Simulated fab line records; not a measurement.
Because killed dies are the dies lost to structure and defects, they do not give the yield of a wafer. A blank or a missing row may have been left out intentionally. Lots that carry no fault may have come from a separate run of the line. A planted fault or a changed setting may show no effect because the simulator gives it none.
Which tool is to blame? | flow n5-finfet | 29 wafers from 10 lots sampled at 5 of the route's 1938 steps

WHAT EACH GAUGE READ, for each wafer
N5_BEOL_M1_OVL_MEAS_12. Usual: M1_OVL typically reads 0.0 nm, with standard deviation 0.73.
lot  | measured     | on         | M1_OVL (nm)    | flag
L564 | day 6 09:58  | overlay-01 | 0.7 -0.5 0.1   |
L565 | day 6 10:39  | overlay-01 | 0.3 0.1 -0.3   |
L567 | day 7 05:58  | overlay-02 | 0.0 -0.4       |
L568 | day 7 08:42  | overlay-01 | 0.2 -0.1 -0.5  |
L569 | day 7 17:23  | overlay-02 | -0.2 -0.3 -0.6 |
L571 | day 8 06:14  | overlay-02 | 0.8 0.3 1.4    |
L579 | day 10 01:41 | overlay-02 | 0.6 0.9 1.6    |
L580 | day 10 05:16 | overlay-02 | 0.1 -0.7 0.3   |
L582 | day 11 09:15 | overlay-02 | -0.3 0.0 -1.0  |
L581 | day 11 10:09 | overlay-02 | 0.1 -0.2 -0.7  |

N5_BEOL_M1_CD_MEAS_18: pitch 36 nm, target cd 18 nm. Usual: cd-nm at 17.7 nm, with a standard deviation of 0.46.
lot  | measured     | on        | cd-nm (nm)     | flag
L564 | day 6 10:29  | cd-sem-01 | 18.3 18.1 17.6 |
L565 | day 6 11:19  | cd-sem-02 | 18.0 17.5 17.0 |
L567 | day 7 06:29  | cd-sem-03 | 18.1 17.6      |
L568 | day 7 09:18  | cd-sem-01 | 17.1 17.7 17.3 |
L569 | day 7 18:04  | cd-sem-01 | 17.0 17.1 17.9 |
L571 | day 8 07:07  | cd-sem-02 | 17.0 16.6 17.1 |
L579 | day 10 02:13 | cd-sem-01 | 17.7 17.8 18.5 |
L580 | day 10 05:55 | cd-sem-01 | 17.8 18.1 18.0 |
L582 | day 11 09:56 | cd-sem-02 | 17.2 17.6 17.5 |
L581 | day 11 10:44 | cd-sem-02 | 18.4 17.7 17.5 |

N5_BEOL_M4_RC_MEAS_101. Usual: DIBL_N 36.8 mV/V, standard deviation 2.2; DIBL_P 37.0 mV/V, standard deviation 2.8; IOFF_N 0.18 nA/um, standard deviation 0.043; IOFF_P 0.23 nA/um, standard deviation 0.05; ION_N 680 uA/um, standard deviation 14; ION_P 466 uA/um, standard deviation 9.1; SS_N 71.7 mV/dec, standard deviation 0.74; SS_P 73.5 mV/dec, standard deviation 0.79; VT_N 248 mV, standard deviation 4; VT_P -249 mV, standard deviation 4.1.
lot  | measured     | on        | DIBL_N (mV/V)  | DIBL_P (mV/V)  | IOFF_N (nA/um) | IOFF_P (nA/um) | ION_N (uA/um) | ION_P (uA/um) | SS_N (mV/dec)  | SS_P (mV/dec)  | VT_N (mV)   | VT_P (mV)      | flag
L564 | day 8 09:34  | prober-02 | 37.8 34.9 38.9 | 36.7 33.9 38.6 | 0.16 0.13 0.19 | 0.19 0.17 0.23 | 666 677 688   | 450 462 463   | 71.9 69.7 71.8 | 73.9 73.0 73.7 | 249 252 248 | -254 -255 -251 |
L565 | day 8 01:04  | prober-01 | 39.6 35.4 37.8 | 41.3 36.2 39.6 | 0.29 0.17 0.23 | 0.36 0.22 0.32 | 715 691 696   | 484 470 480   | 72.7 71.5 72.1 | 74.8 73.3 74.0 | 238 247 243 | -241 -246 -242 |
L567 | day 9 08:22  | prober-01 | 36.6 32.5      | 39.3 33.7      | 0.18 0.10      | 0.20 0.13      | 682 659       | 455 444       | 71.6 70.4      | 73.9 72.3      | 246 255     | -253 -259      |
L568 | day 9 11:35  | prober-01 | 36.2 39.3 36.2 | 37.8 41.7 38.4 | 0.16 0.21 0.15 | 0.20 0.29 0.20 | 681 692 676   | 464 469 463   | 72.4 73.0 71.3 | 72.9 74.6 72.4 | 250 247 249 | -251 -248 -251 |
L569 | day 9 13:09  | prober-02 | 38.0 39.4 34.8 | 36.7 38.2 32.6 | 0.21 0.22 0.13 | 0.23 0.24 0.16 | 690 699 684   | 468 469 462   | 71.7 72.1 71.1 | 73.6 74.7 72.6 | 246 249 253 | -250 -248 -253 |
L571 | day 10 08:27 | prober-02 | 40.9 36.3 31.0 | 45.1 39.3 32.1 | 0.28 0.17 0.09 | 0.36 0.23 0.13 | 698 685 647   | 474 472 449   | 72.8 71.2 69.7 | 75.9 72.8 71.9 | 240 247 256 | -244 -251 -257 |
L579 | day 11 15:13 | prober-02 | 38.0 38.0 34.9 | 35.6 37.6 31.6 | 0.16 0.18 0.12 | 0.18 0.21 0.13 | 675 678 662   | 453 454 448   | 71.6 72.3 71.6 | 73.2 73.6 72.1 | 249 249 254 | -254 -251 -256 |
L580 | day 11 20:49 | prober-02 | 38.1 40.9 38.4 | 35.3 38.5 35.4 | 0.18 0.22 0.16 | 0.24 0.30 0.23 | 688 693 669   | 475 478 459   | 72.0 72.2 71.9 | 73.1 74.1 73.5 | 249 243 252 | -246 -244 -248 |
L582 | day 12 20:40 | prober-01 | 33.8 36.8 38.4 | 32.3 36.9 38.7 | 0.13 0.18 0.23 | 0.18 0.25 0.27 | 664 682 700   | 461 468 479   | 71.4 71.5 71.8 | 72.0 72.8 73.7 | 253 247 242 | -252 -249 -248 |
L581 | day 12 20:48 | prober-02 | 34.6 30.4 39.2 | 34.2 29.0 40.9 | 0.13 0.08 0.25 | 0.19 0.12 0.31 | 664 636 695   | 457 441 474   | 70.7 69.9 71.6 | 73.0 71.5 74.1 | 252 259 242 | -251 -257 -244 |

WHAT TOOL EACH LOT RAN ON (gives the tool, then ch and the chambers of the sampled wafers, and finally the start)
lot  | N5_BEOL_M1_ETCH_74                 | N5_BEOL_M1_ETCH_63
L564 | rie-diel-01 ch 0,3, day 6 10:05    | rie-diel-01 ch 0,3, day 6 10:07
L565 | rie-diel-02 ch 2,3, day 6 10:46    | rie-diel-02 ch 2,3, day 6 10:47
L567 | rie-diel-03 ch 0, day 7 06:05      | rie-diel-03 ch 0, day 7 06:06
L568 | rie-diel-03 ch 0,2, day 7 08:50    | rie-diel-03 ch 0,2, day 7 08:51
L569 | rie-diel-03 ch 0,1,2, day 7 17:32  | rie-diel-03 ch 0,1,2, day 7 17:33
L571 | rie-diel-03 ch 0,2,3, day 8 06:37  | rie-diel-03 ch 0,2,3, day 8 06:38
L579 | rie-diel-01 ch 0,1,2, day 10 01:49 | rie-diel-01 ch 0,1,2, day 10 01:50
L580 | rie-diel-01 ch 0,2, day 10 05:23   | rie-diel-01 ch 0,2, day 10 05:24
L582 | rie-diel-03 ch 0,3, day 11 09:22   | rie-diel-03 ch 0,3, day 11 09:23
L581 | rie-diel-02 ch 2,3, day 11 10:16   | rie-diel-02 ch 2,3, day 11 10:17
- N5_BEOL_M1_ETCH_74: etches underlayer in N2/H2, target depth 6.5 nm, time 5.2 s.
- N5_BEOL_M1_ETCH_63: etches SiARC in CF4, target depth 15.6 nm, time 26 s.

WHAT THE TOOLS THEMSELVES READ (means of the sampled wafers that have a number; where no wafer has one, the mark that the record gives instead)
N5_BEOL_M1_ETCH_74. Usual: value, then standard deviation, for each; drypump-motor-current-A 5.8 A / 0.43; etch-rf-on-time-s 5.22 s / 0.2; n2-flow-sccm 199.9 sccm / 0.6; oes-product-au 0.66 a.u. / 0.075; rf-vpp-V 524.8 V / 2.4; showerhead-plenum-p-Torr 2.57 Torr / 0.079; throttle-valve-pct 17.9 % / 0.3.
lot  | tool        | drypump-motor-current-A (A) | etch-rf-on-time-s (s) | n2-flow-sccm (sccm) | oes-product-au (a.u.) | rf-vpp-V (V) | showerhead-plenum-p-Torr (Torr) | throttle-valve-pct (%) | flag
L564 | rie-diel-01 | 5.5                         | 5.23                  | 200.5               | 0.62                  | 525.6        | 2.60                            | 17.8                   |
L565 | rie-diel-02 | 5.8                         | 5.14                  | 200.4               | 0.62                  | 524.2        | 2.56                            | 18.3                   |
L567 | rie-diel-03 | 6.1                         | 5.44                  | 199.4               | 0.63                  | 526.6        | 2.64                            | 17.6                   |
L568 | rie-diel-03 | 6.2                         | 5.36                  | 200.3               | 0.63                  | 525.4        | 2.60                            | 17.6                   |
L569 | rie-diel-03 | 6.1                         | 5.29                  | 199.4               | 0.63                  | 523.5        | 2.56                            | 17.8                   |
L571 | rie-diel-03 | 6.4                         | 5.37                  | 199.9               | 0.67                  | 527.2        | 2.61                            | 17.6                   |
L579 | rie-diel-01 | 5.4                         | 5.09                  | 200.7               | 0.73                  | 525.3        | 2.57                            | 17.9                   |
L580 | rie-diel-01 | 5.2                         | 5.01                  | 199.2               | 0.67                  | 525.6        | 2.62                            | 18.0                   |
L582 | rie-diel-03 | 6.4                         | 5.49                  | 199.6               | 0.68                  | 527.2        | 2.66                            | 17.6                   |
L581 | rie-diel-02 | 5.9                         | 5.14                  | 200.4               | 0.61                  | 526.2        | 2.59                            | 18.3                   |

N5_BEOL_M1_ETCH_63. Usual: value, then standard deviation, for each; cf4-flow-sccm 100.0 sccm / 0.3; drypump-motor-current-A 5.8 A / 0.43; etch-rf-on-time-s 26.0 s / 0.88; oes-product-au 0.66 a.u. / 0.075; rf-vpp-V 184.4 V / 1.1; showerhead-plenum-p-Torr 2.16 Torr / 0.061; throttle-valve-pct 15.64 % / 0.27.
lot  | tool        | cf4-flow-sccm (sccm) | drypump-motor-current-A (A) | etch-rf-on-time-s (s) | oes-product-au (a.u.) | rf-vpp-V (V) | showerhead-plenum-p-Torr (Torr) | throttle-valve-pct (%) | flag
L564 | rie-diel-01 | 99.9                 | 5.5                         | 26.1                  | 0.62                  | 184.3        | 2.19                            | 15.63                  |
L565 | rie-diel-02 | 99.9                 | 5.9                         | 25.6                  | 0.62                  | 184.3        | 2.15                            | 15.89                  |
L567 | rie-diel-03 | 100.1                | 6.1                         | 27.1                  | 0.64                  | 185.1        | 2.22                            | 15.49                  |
L568 | rie-diel-03 | 100.1                | 6.2                         | 26.7                  | 0.64                  | 184.8        | 2.20                            | 15.53                  |
L569 | rie-diel-03 | 100.1                | 6.1                         | 24.2                  | 0.68                  | 183.2        | 2.17                            | 15.66                  |
L571 | rie-diel-03 | 99.9                 | 6.3                         | 24.0                  | 0.72                  | 185.1        | 2.21                            | 15.50                  |
L579 | rie-diel-01 | 99.9                 | 5.4                         | 25.3                  | 0.74                  | 184.1        | 2.15                            | 15.47                  |
L580 | rie-diel-01 | 100.0                | 5.2                         | 25.0                  | 0.66                  | 184.1        | 2.20                            | 15.68                  |
L582 | rie-diel-03 | 100.4                | 6.4                         | 27.3                  | 0.69                  | 185.5        | 2.24                            | 15.43                  |
L581 | rie-diel-02 | 100.1                | 5.9                         | 25.6                  | 0.61                  | 184.5        | 2.18                            | 15.88                  |

THE ANSWER, worked out from the rows above alone
Rule: take the mean of a lot's wafers that have a number; if it is more than 3 standard deviations from the usual mean, the lot is off. A lot without any number at a reading at which 4 lots or more have one is off too. Where the step has rows for the other lots, those lots are counted as sound. After the gauges, taken in route order, come the tools' own readings; for these a lot's mean is taken, as printed above. The first step at which some lot is off is used, and at that step the reading that is off furthest; a lot without a number counts as furthest.
Nothing can be told from this: no lot is off at any reading shown.

WHAT THE SIMULATOR HAD PUT IN
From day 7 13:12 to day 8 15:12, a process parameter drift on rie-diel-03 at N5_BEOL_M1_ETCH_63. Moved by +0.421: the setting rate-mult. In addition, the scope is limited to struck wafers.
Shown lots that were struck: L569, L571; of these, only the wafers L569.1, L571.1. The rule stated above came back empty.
